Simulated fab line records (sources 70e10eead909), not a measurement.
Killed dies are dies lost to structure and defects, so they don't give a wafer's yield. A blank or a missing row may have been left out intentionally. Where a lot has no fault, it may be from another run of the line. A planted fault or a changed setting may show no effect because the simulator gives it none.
Which of the tools did it? ; flow nandHarc ; 12 lots, 36 wafers sampled, at 2 steps of a route of 1302

== WHAT THE GAUGES READ, wafer by wafer ==
NHARC_A_M1_CD_MEAS_16.
lot;measured;on;cdNm (nm)
L075;day 23 02:04;cdSem-01;121.7 120.5 119.5
L077;day 23 15:37;cdSem-02;120.1 119.8 120.4
L079;day 24 19:07;cdSem-02;118.0 122.7 121.7
L080;day 25 15:40;cdSem-03;120.7 118.7 120.3
L084;day 27 01:24;cdSem-03;119.4 120.6 119.6
L085;day 27 13:53;cdSem-01;119.1 118.2 119.0
L086;day 27 18:19;cdSem-02;119.0 120.3 118.8
L088;day 28 13:03;cdSem-01;121.1 119.4 121.4
L091;day 29 12:48;cdSem-02;122.4 117.8 122.3
L094;day 30 21:28;cdSem-01;119.7 120.9 121.7
L095;day 31 14:59;cdSem-03;118.2 119.3 119.3
L097;day 32 03:56;cdSem-02;120.4 120.8 119.6

== WHICH TOOL RAN EACH LOT (tool, then ch and the chambers of the sampled wafers, then the start) ==
lot;NHARC_A_M1_ETCH_15
L075;rieDiel-10 ch 0,1, day 23 02:04 or earlier
L077;rieDiel-02 ch 1,2, day 23 15:37 or earlier
L079;rieDiel-10 ch 0,1,3, day 24 19:07 or earlier
L080;rieDiel-10 ch 1,3, day 25 15:40 or earlier
L084;rieDiel-02 ch 0,2, day 27 01:24 or earlier
L085;rieDiel-10 ch 0,1,3, day 27 13:53 or earlier
L086;rieDiel-01 ch 0,3, day 27 18:19 or earlier
L088;rieDiel-01 ch 0,1, day 28 13:03 or earlier
L091;rieDiel-10 ch 0,1,3, day 29 12:48 or earlier
L094;rieDiel-10 ch 2,3, day 30 21:28 or earlier
L095;rieDiel-02 ch 0,3, day 31 14:59 or earlier
L097;rieDiel-01 ch 0,2,3, day 32 03:56 or earlier
- NHARC_A_M1_ETCH_15: etches the open film in C4F8/Ar, target depth 182.5 nm, time 91.2 s.

== THE ANSWER, worked out from the rows above alone ==
Rule: usual is defined by the lots themselves. The widest of any qualifying gaps counts: lots, ordered by their means at a reading, are off when they make up no more than a third of the lots, leave a main group of 4 or more, and stand apart from it by 3 or more times the standard deviation of that group's means. If all means in a main group match to the digits the tables above print for the reading, that group is not used. A lot without any number at a reading at which 4 lots or more have one is off too. The other lots that the step has rows for count as sound.
None of the lots is off at any reading shown; this tells nothing.

== WHAT WAS PUT IN BY THE SIMULATOR ==
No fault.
